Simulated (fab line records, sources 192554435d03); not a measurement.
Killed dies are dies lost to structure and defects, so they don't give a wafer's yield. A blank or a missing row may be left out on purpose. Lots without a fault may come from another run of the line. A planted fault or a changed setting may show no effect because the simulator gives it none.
fab line records | flow n5_finfet
record lots=6 wafers=16 last_day=16
route steps=1938 shown BEOL_M3@999 BEOL_M4@1111
lots that met no fault: from a run of the same line without faults
start_h: hours from the record's first day to the start of the lot's first wafer shown | wait_h: hours since the lot's step before | " the same as in the row above | L1.1+2: a row that stands for several wafers | - no value, or no start given | * or withheld: withheld | < > ~ a bound
route shown NAME@n: a module of which the file shows steps, and the number in the route of the first | usual: mean/standard deviation of fault-free wafers | same: alike in all rows | chamber/n: place in a boat | sites: the reading at each site | _std_site: their standard deviation | _edge_site: outer sites' mean less inner sites' | radius_mm: how far each site lies from the wafer's centre | mask NAME#n: copy n | behind: the tool/chamber that last shaped the wafer | hold: why the lot was held/for how many hours/how that ended | device: the transistor (n, p or np) that didn't switch | end of line: the same wafers' tests at the end of the route | a step without rows: its recipe alone | killed: dies lost to structure and defects at the first sort, not the wafer's yield | map: a wafer's dies, x killed, . not, _ none there
set.NAME: the setting as run; set.NAME@STEP: as run at that earlier step | model.NAME: the simulator's own value behind a step, which no gauge read
lots at some steps of the route; a table a step, a row a wafer
services: from which hour (start_h, from the record's first day; less than 0 if before it) a tool's chamber was out of use, for how many hours, and why
## steps
# step N5_BEOL_M3_ANNEAL_82
# recipe temp_c=400 time_s=240 ambient=vacuum
# step N5_BEOL_M3_SPUTTER_86
# recipe material=Cu target_thk_a=45 temp_c=-20 chamber_pressure_pa=0.07 power_w=withheld time_s=8.29
# step N5_BEOL_M3_ANNEAL_87
# recipe temp_c=400 time_s=240 ambient=vacuum
# usual heater_power_w=820/60 susceptor_temp_C_max=401.3/0.39
# columns lot.wafer tool chamber start_h wait_h heater_power_w susceptor_temp_C_max
L928.1 pvd_sputter-01 - 161.22 0.0 886 401.7
L928.4 " - " " 845 401.5
L928.6 " - " " 905 402.0
L936.1 pvd_sputter-01 - 202.85 0.0 872 401.8
L936.2 " - " " 834 401.6
L936.6 " - " " 837 400.4
L937.3 pvd_sputter-02 - 214.87 0.0 663 401.3
L937.4 " - " " 820 401.3
L937.5 " - " " 834 401.4
L940.4 pvd_sputter-01 - 225.07 0.0 838 400.7
L940.5 " - " " 890 402.0
L940.6 " - " " 834 401.6
L946.1 pvd_sputter-02 - 257.99 0.0 875 402.0
L946.5 " - " " 870 401.3
L945.1 pvd_sputter-02 - 262.85 0.0 869 400.8
L945.5 " - " " 708 400.9
# step N5_BEOL_M3_SPUTTER_88
# recipe material=Cu target_thk_a=45 temp_c=-20 chamber_pressure_pa=0.07 power_w=withheld time_s=8.29
# usual chuck_sensor_temp_C=-15.8/0.62 throttle_valve_pct=30.2/0.88
# columns lot.wafer tool chamber start_h wait_h chuck_sensor_temp_C throttle_valve_pct
L928.1 pvd_sputter-01 - 161.36 0.1 -15.7 30.6
L928.4 " - " " -15.1 28.9
L928.6 " - " " -15.6 30.7
L936.1 pvd_sputter-01 - 203.00 0.1 -16.1 29.6
L936.2 " - " " -15.6 30.5
L936.6 " - " " -15.7 30.8
L937.3 pvd_sputter-02 - 215.01 0.1 -16.2 30.0
L937.4 " - " " -15.2 29.7
L937.5 " - " " -15.1 30.1
L940.4 pvd_sputter-01 - 225.21 0.1 -15.8 30.8
L940.5 " - " " -15.7 30.7
L940.6 " - " " -15.3 28.7
L946.1 pvd_sputter-02 - 258.13 0.1 -15.8 30.9
L946.5 " - " " -15.9 30.7
L945.1 pvd_sputter-02 - 262.99 0.1 -17.1 31.3
L945.5 " - " " -16.2 30.0
# step N5_BEOL_M3_ANNEAL_89
# recipe temp_c=400 time_s=240 ambient=vacuum
# usual heater_power_w=820/61 susceptor_temp_C_max=401.3/0.4
# columns lot.wafer tool chamber start_h wait_h heater_power_w susceptor_temp_C_max
L928.1 pvd_sputter-01 - 161.44 0.0 909 401.6
L928.4 " - " " 855 401.6
L928.6 " - " " 906 402.2
L936.1 pvd_sputter-01 - 203.08 0.0 847 401.5
L936.2 " - " " 867 401.6
L936.6 " - " " 846 401.0
L937.3 pvd_sputter-02 - 215.09 0.0 667 401.6
L937.4 " - " " 837 401.2
L937.5 " - " " 856 401.4
L940.4 pvd_sputter-01 - 225.29 0.0 859 401.4
L940.5 " - " " 903 401.6
L940.6 " - " " 849 401.9
L946.1 pvd_sputter-02 - 258.21 0.0 864 401.7
L946.5 " - " " 874 401.4
L945.1 pvd_sputter-02 - 263.07 0.0 862 400.9
L945.5 " - " " 669 401.4
# step N5_BEOL_M3_SPUTTER_90
# recipe material=Cu target_thk_a=45 temp_c=-20 chamber_pressure_pa=0.07 power_w=withheld time_s=8.29
# usual chuck_sensor_temp_C=-15.8/0.63 throttle_valve_pct=30.3/0.88
# columns lot.wafer tool chamber start_h wait_h chuck_sensor_temp_C throttle_valve_pct
L928.1 pvd_sputter-01 - 161.58 0.1 -15.5 30.6
L928.4 " - " " -15.2 28.8
L928.6 " - " " -15.8 30.8
L936.1 pvd_sputter-01 - 203.24 0.1 -16.1 29.7
L936.2 " - " " -15.6 30.9
L936.6 " - " " -15.9 30.6
L937.3 pvd_sputter-02 - 215.23 0.1 -16.1 29.9
L937.4 " - " " -15.1 29.8
L937.5 " - " " -15.2 29.7
L940.4 pvd_sputter-01 - 225.43 0.1 -15.8 30.6
L940.5 " - " " -15.8 31.1
L940.6 " - " " -15.4 28.9
L946.1 pvd_sputter-02 - 258.35 0.1 -15.9 31.1
L946.5 " - " " -15.9 30.9
L945.1 pvd_sputter-02 - 263.21 0.1 -17.2 31.6
L945.5 " - " " -16.2 30.3
# step N5_BEOL_M3_ANNEAL_91
# recipe temp_c=400 time_s=240 ambient=vacuum
# step N5_BEOL_M3_SPUTTER_92
# recipe material=Cu target_thk_a=45 temp_c=-20 chamber_pressure_pa=0.07 power_w=withheld time_s=8.29
# usual chuck_sensor_temp_C=-15.8/0.61 throttle_valve_pct=30.2/0.9
# columns lot.wafer tool chamber start_h wait_h chuck_sensor_temp_C throttle_valve_pct
L928.1 pvd_sputter-01 - 161.80 0.1 -15.7 30.7
L928.4 " - " " -15.3 28.6
L928.6 " - " " -15.7 30.6
L936.1 pvd_sputter-01 - 203.47 0.1 -16.1 29.5
L936.2 " - " " -15.8 30.8
L936.6 " - " " -16.0 30.8
L937.3 pvd_sputter-02 - 215.45 0.1 -16.0 29.9
L937.4 " - " " -15.3 29.5
L937.5 " - " " -15.0 29.9
L940.4 pvd_sputter-01 - 225.65 0.1 -15.8 30.6
L940.5 " - " " -15.7 30.5
L940.6 " - " " -15.2 28.5
L946.1 pvd_sputter-02 - 258.57 0.1 -15.9 30.9
L946.5 " - " " -15.9 30.9
L945.1 pvd_sputter-02 - 263.43 0.1 -17.2 31.4
L945.5 " - " " -16.0 29.9
# step N5_BEOL_M3_ANNEAL_93
# recipe temp_c=400 time_s=240 ambient=vacuum
# step N5_BEOL_M3_SPUTTER_94
# recipe material=Cu target_thk_a=45 temp_c=-20 chamber_pressure_pa=0.07 power_w=withheld time_s=8.29
# step N5_BEOL_M3_ANNEAL_95
# recipe temp_c=400 time_s=240 ambient=vacuum
# step N5_BEOL_M3_SPUTTER_96
# recipe material=Cu target_thk_a=45 temp_c=-20 chamber_pressure_pa=0.07 power_w=withheld time_s=8.29
# step N5_BEOL_M3_ECD_50
# recipe material=Cu target_thk_a=3000
# columns lot.wafer tool chamber start_h wait_h model.Cu_of_BEOL_M3_ECD_50.thk_nm
L928.1 ecd_cu-01 0 162.37 0.1 302.6
L928.4 " 1 " " 299.4
L928.6 " 1 " " 301.4
L936.1 ecd_cu-01 0 204.07 0.1 300
L936.2 " 1 " " 299.2
L936.6 " 0 " " 300.4
L937.3 ecd_cu-01 1 216.03 0.1 299.4
L937.4 " 0 " " 301.2
L937.5 " 1 " " 297.6
L940.4 ecd_cu-02 0 226.23 0.1 300
L940.5 " 1 " " 301.2
L940.6 " 0 " " 297.4
L946.1 ecd_cu-01 1 259.12 0.1 296.6
L946.5 " 1 " " 151.6
L945.1 ecd_cu-01 0 263.98 0.1 300.8
L945.5 " 0 " " 152.4
# step N5_BEOL_M3_ANNEAL_51
# recipe temp_c=225 time_s=90 ambient=N2
# step N5_BEOL_M3_CMP_52
# recipe stop_on=SiOC t_overpolish_s=6.8 down_force_psi=1 platen_rpm=50 clearing_platen_down_force_psi=1.5 clearing_platen_rpm=50 post_cmp_clean=cu_alkaline target_thk_nm=40 clearing_platen_pad_velocity_m_s=0.99484 pad_velocity_m_s=0.99484
# usual motor_current_A=6.2/0.65 pad_life_wafers=1285/420 retaining_ring_pressure_frac=1.000/0.005 time_to_endpoint_s=62.2/2.9
# columns lot.wafer tool chamber start_h wait_h motor_current_A pad_life_wafers retaining_ring_pressure_frac time_to_endpoint_s
L928.1 cmp-03 3 162.75 0.3 5.9 900 1.003 59.1
L928.4 " 1 " " 6.6 902 0.996 59.3
L928.6 " 3 " " 5.7 - 0.997 61.5
L936.1 cmp-01 0 204.45 0.3 6.3 1512 0.996 64.4
L936.2 " 2 " " 5.7 1514 1.006 64.7
L936.6 " 0 " " 6.4 - 0.995 65.7
L937.4 cmp-04 3 216.63 0.2 6.5 872 1.000 68.2
L937.3 " 0 " " 5.6 873 1.000 63.8
L937.5 " 2 " " 5.5 - 1.005 63.9
L940.4 cmp-04 1 226.97 0.3 6.0 991 1.001 66.3
L940.6 " 0 " " 5.8 - 1.002 64.9
L940.5 " 1 " " 5.7 - 1.002 66.5
L946.1 cmp-01 3 260.73 1.5 5.5 1933 0.993 60.1
L946.5 " 2 " " 5.4 - 0.993 32.8
L945.1 cmp-01 2 264.49 0.4 5.9 1965 1.010 60.6
L945.5 " 0 " " 6.4 - 0.990 28.0
# step N5_BEOL_M3_THK_MEAS_53
# recipe thk_meas_gauge=xrf reads=Cu_of_BEOL_M3_ECD_50
# usual M3_THK=40.2/1.4
# columns lot.wafer tool chamber start_h wait_h M3_THK[nm]
L928.1 film_metro-02 - 163.04 - 37.0
L928.4 " - " " 39.9
L928.6 " - " " 41.2
L936.1 film_metro-02 - 204.74 - 39.1
L936.2 " - " " 37.9
L936.6 " - " " 40.6
L937.3 film_metro-01 - 216.85 - 40.1
L937.4 " - " " 41.1
L937.5 " - " " 39.0
L940.4 film_metro-01 - 227.23 - 39.6
L940.5 " - " " 39.3
L940.6 " - " " 41.0
L946.1 film_metro-02 - 260.99 - 41.2
L946.5 " - " " 41.3
L945.1 film_metro-01 - 264.67 - 39.2
L945.5 " - " " 40.1
# step N5_BEOL_M4_RC_MEAS_101
# usual DIBL_N=36.2/1.4 DIBL_P=36.1/1.5 IOFF_N=0.153/0.02 IOFF_P=0.215/0.03 ION_N=672/8.6 ION_P=463/6.8 SS_N=71.5/0.47 SS_P=73.3/0.57 VT_N=250.6/2.4 VT_P=-249/3.2
# columns lot.wafer tool chamber start_h wait_h DIBL_N[mV/V] DIBL_P[mV/V] IOFF_N[nA/um] IOFF_P[nA/um] ION_N[uA/um] ION_P[uA/um] SS_N[mV/dec] SS_P[mV/dec] VT_N[mV] VT_P[mV]
L928.1 prober-02 0 169.63 0.0 34.0 34.1 0.141 0.221 666 465 71.3 72.7 247.2 -245
L928.4 " 0 " " 34.4 34.3 0.143 0.223 689 482 70.9 73.0 248.3 -244
L928.6 " 0 " " 34.7 34.4 0.143 0.221 669 468 71.3 73.0 248.9 -248
L936.1 prober-01 0 213.90 0.0 34.0 35.7 0.135 0.185 673 467 70.6 72.6 253.5 -251
L936.2 " 0 " " 35.7 37.8 0.163 0.208 684 470 71.5 72.9 248.4 -250
L936.6 " 0 " " 33.8 34.9 0.125 0.161 675 460 70.6 72.4 252.9 -252
L937.3 prober-02 0 229.49 0.3 38.6 39.8 0.169 0.259 676 467 71.9 73.9 252.5 -246
L937.4 " 0 " " 37.9 38.6 0.155 0.242 670 467 71.8 73.3 251.6 -247
L937.5 " 0 " " 38.1 39.0 0.158 0.241 672 467 71.9 74.1 248.7 -247
L940.4 prober-02 0 244.86 0.5 36.4 36.2 0.140 0.184 677 460 70.6 73.4 251.7 -250
L940.5 " 0 " " 37.4 36.9 0.154 0.184 672 450 71.6 73.0 251.1 -252
L940.6 " 0 " " 36.2 36.8 0.147 0.192 674 462 71.9 73.4 254.1 -253
L946.1 prober-02 0 271.08 0.0 36.6 35.4 0.146 0.209 657 456 71.4 73.0 252.2 -252
L946.5 " 0 " " 37.6 36.8 0.165 0.233 665 456 71.5 73.4 251.9 -250
L945.1 prober-02 0 276.67 0.0 35.3 35.4 0.147 0.192 681 460 71.3 73.7 252.0 -251
L945.5 " 0 " " 36.3 36.3 0.156 0.206 672 457 72.0 73.4 251.8 -252
## services
# columns tool chamber start_h hours kind
cmp-01 - 140.37 18.0 pm
ecd_cu-02 - 152.31 1.1 repair
cmp-03 - 181.29 1.4 repair
cmp-04 - 181.50 0.7 repair
cmp-03 - 208.04 34.2 repair
cmp-01 - 227.14 8.5 repair
cmp-04 - 233.26 0.4 repair
## key
first_sign step=N5_BEOL_M3_CMP_52 reading=time_to_endpoint_s direction=down sigmas=11 usual=* struck=*
effect none on later readings
model_effect step=N5_BEOL_M3_ECD_50 value=Cu_of_BEOL_M3_ECD_50.thk_nm without=297 struck=152
met_at N5_BEOL_M3_ECD_50
struck_wafers L945.5,L946.5
onset_between 216.03 259.12
fault kind=process_parameter_drift tool=ecd_cu-01 chamber=- onset_h=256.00 steps=N5_BEOL_M3_ECD_50 channel=target_thk_a offset=* shape=step end_h=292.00 scope=struck_wafers_only acts_in=* stated=*
